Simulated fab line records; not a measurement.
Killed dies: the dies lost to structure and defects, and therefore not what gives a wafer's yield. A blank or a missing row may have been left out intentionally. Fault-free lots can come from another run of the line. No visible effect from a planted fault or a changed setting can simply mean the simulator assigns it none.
Chamber matching + flow n5-finfet + N5_BEOL_M4_ETCHBACK_99 on rie-diel-06: 4 sister chambers
The step etches SiO2 in CHF3, target depth 5 nm, time 10.4 s. 14 wafers are shown with their chamber, then 7 later ones without.

== WAFERS WITH THEIR CHAMBER ==
| wafer  | chamber | showerhead-plenum-p-Torr (Torr) | oes-product-au (a.u.) | throttle-valve-pct (%) |
|--------|---------|---------------------------------|-----------------------|------------------------|
| L074.1 | 0       | 2.24                            | 0.76                  | 17.04                  |
| L074.3 | 1       | 2.14                            | 0.71                  | 17.44                  |
| L074.6 | 0       | 2.24                            | 0.76                  | 17.03                  |
| L077.1 | 0       | 2.23                            | 0.74                  | 17.07                  |
| L077.2 | 3       | 2.25                            | 0.78                  | 17.14                  |
| L077.4 | 1       | 2.13                            | 0.71                  | 17.48                  |
| L082.2 | 2       | 2.03                            | 0.69                  | 17.08                  |
| L082.3 | 3       | 2.25                            | 0.77                  | 17.16                  |
| L082.6 | 3       | 2.24                            | 0.78                  | 17.17                  |
| L085.2 | 0       | 2.23                            | 0.75                  | 17.09                  |
| L085.5 | 2       | 2.02                            | 0.69                  | 17.11                  |
| L085.6 | 3       | 2.24                            | 0.77                  | 17.16                  |
| L086.1 | 2       | 2.02                            | 0.69                  | 17.11                  |
| L086.2 | 0       | 2.23                            | 0.74                  | 17.10                  |

SIGNATURES, as means of the wafers listed above
| reading                  | chamber 0 | chamber 1 | chamber 2 | chamber 3 | scatter within a chamber |
|--------------------------|-----------|-----------|-----------|-----------|--------------------------|
| showerhead-plenum-p-Torr | 2.2340    | 2.1350    | 2.0233    | 2.2450    | 0.0058                   |
| oes-product-au           | 0.7500    | 0.7100    | 0.6900    | 0.7750    | 0.00707                  |
| throttle-valve-pct       | 17.0660   | 17.4600   | 17.1000   | 17.1575   | 0.0237                   |
Rule: for a wafer and a chamber, the distance is found by dividing, reading by reading, the gap between the wafer's reading and the chamber's mean by the reading's scatter, squaring, summing and taking the root. If the next closest chamber is less than 2 further off than the closest, the wafer can't be placed; otherwise it belongs to the closest. How the scatter is found: for the shown wafers, subtract from each reading the mean of its chamber, square and add these, divide the total by (wafers less chambers), then take the root.

== WAFERS WHOSE CHAMBER IS MISSING ==
| wafer  | showerhead-plenum-p-Torr (Torr) | oes-product-au (a.u.) | throttle-valve-pct (%) |
|--------|---------------------------------|-----------------------|------------------------|
| L086.5 | 2.23                            | 0.74                  | 17.09                  |
| L091.4 | 2.02                            | 0.68                  | 17.13                  |
| L091.5 | 2.13                            | 0.92                  | 17.00                  |
| L091.6 | 2.02                            | 0.68                  | 17.11                  |
| L093.1 | 2.24                            | 0.76                  | 17.20                  |
| L093.3 | 2.22                            | 0.73                  | 17.13                  |
| L093.4 | 2.02                            | 0.68                  | 17.13                  |

== CHAMBER TAKEN BY EACH ==
| wafer  | from the rows above     | in truth |
|--------|-------------------------|----------|
| L086.5 | 0                       | 0        |
| L091.4 | 2                       | 2        |
| L091.5 | can't be placed: 3 or 0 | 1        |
| L091.6 | 2                       | 2        |
| L093.1 | 3                       | 3        |
| L093.3 | 0                       | 0        |
| L093.4 | 2                       | 2        |
Correctly placed: 6 of 7. From these rows, 1 cannot be placed; in 0 the true chamber is one of the candidates. Placed wrongly: 0.
